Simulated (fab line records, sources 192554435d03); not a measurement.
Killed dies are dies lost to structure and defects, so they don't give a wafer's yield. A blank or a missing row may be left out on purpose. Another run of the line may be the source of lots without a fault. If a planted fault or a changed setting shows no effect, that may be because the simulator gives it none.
Split-lot trial    flow n5 finfet    21 wafers read across 7 lots, on a route 1938 steps long

ON THE SPLIT
At N5_GATE_CUT_ALD_22 (deposits SiNx, target thk 16 nm, pulse time 1 s, ald cycles 320), the setting ald cycles was moved away from the recipe's 320 on 10 of the 21 wafers read, by -11.3% to +8.1%. The other wafers ran this setting at the recipe's value.

Reading taken at the split's own step.

THE READING
SiNx_of_GATE_CUT_ALD_22.thk nm (the simulator's own value, which no gauge read), in nm, at N5_GATE_CUT_ALD_22 (deposits SiNx, target thk 16 nm, pulse time 1 s, ald cycles 320). No usual value for it is given in the file. Across the 11 wafers here that went through the recipe, the average is 16.0 nm and the standard deviation 0.077 nm.

wafer   tool, chamber at the split  ald cycles as run  against the recipe  SiNx_of_GATE_CUT_ALD_22.thk nm, nm  against lot-mates on the recipe
L079.1  ald sin-02, 3               320                recipe              16                                  -
L079.2  ald sin-02, 2               338                +5.6%               17                                  +1.0
L079.3  ald sin-02, 1               338                +5.6%               16.8                                +0.8
L083.1  ald sin-04, 1               346                +8.1%               17.4                                +1.4
L083.3  ald sin-04, 3               320                recipe              16                                  -
L083.6  ald sin-04, 0               346                +8.1%               17.2                                +1.2
L085.1  ald sin-03, 1               320                recipe              16                                  -
L085.5  ald sin-03, 2,1             284                -11.3%              14.2                                -1.8
L085.6  ald sin-03, 2,1             284                -11.3%              14.2                                -1.8
L086.2  ald sin-03, 2,3             320                recipe              16                                  -
L086.6  ald sin-03, 2,3             320                recipe              16                                  -
L086.4  ald sin-03, 1               286                -10.6%              14.2                                -1.8
L089.1  ald sin-04, 1               320                recipe              16.2                                -
L089.3  ald sin-04, 0,2             320                recipe              16                                  -
L089.5  ald sin-04, 0,2             320                recipe              16                                  -
L093.1  ald sin-03, 1,3             320                recipe              16                                  -
L093.4  ald sin-03, 1,3             320                recipe              16                                  -
L093.6  ald sin-03, 0               337                +5.3%               16.8                                +0.8
L096.1  ald sin-03, 2               320                recipe              16.2                                -
L096.3  ald sin-03, 3,1             305                -4.7%               15.2                                -1.0
L096.5  ald sin-03, 3,1             305                -4.7%               15.2                                -1.0
Where a row lists several chambers, the file gives one row for several wafers and doesn't say which wafer went through which chamber.

FIT RESULTS
A straight line over all 21 wafers: SiNx_of_GATE_CUT_ALD_22.thk nm changes by +0.162 nm for each +1% of ald cycles; r = +1.00; the points scatter about the line by 0.084 nm.
The same after taking each lot's own level away (the mean of its wafers on the recipe; 21 wafers): +0.165 nm for each +1%; r = +1.00; scatter 0.095 nm.
On that fit, the largest move of ald cycles shifts the reading by 1.9 nm.
Measured against the standard deviation above, the lots' own levels, which go from 16.00 to 16.20 nm, span 2.6 times it.
The two slopes are in agreement: the lot-to-lot level therefore moves the slope only a little.
Check: with one of the wafers moved furthest among these (-11.3%) left out of the fit, the line predicts -1.9 nm for it against its lot-mates. It came out at -1.8 nm against them.

FURTHER SPLITS ON THESE WAFERS
These wafers also went through other splits before the reading. Each is held against what the fit with the lots' levels taken away leaves over:
other split on the same wafers  wafers away from the commonest value  r with SiNx_of_GATE_CUT_ALD_22.thk nm (lot level and that fit taken away)
N5_FIN_CUT_COAT_19 spin rpm     5                                     -0.25
N5_SPACER0_ALD_00 ald cycles    6                                     +0.26
N5_SD_EPI_P_COAT_34 spin rpm    8                                     -0.09
N5_HKMG_FIN_ETCH_54 source w    6                                     +0.18
N5_HKMG_FIN_ETCH_55 bias w      7                                     -0.30

FILE'S OWN FIT
SiNx_of_GATE_CUT_ALD_22.thk nm changes by +0.165 nm for each +1% of ald cycles, r = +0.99.
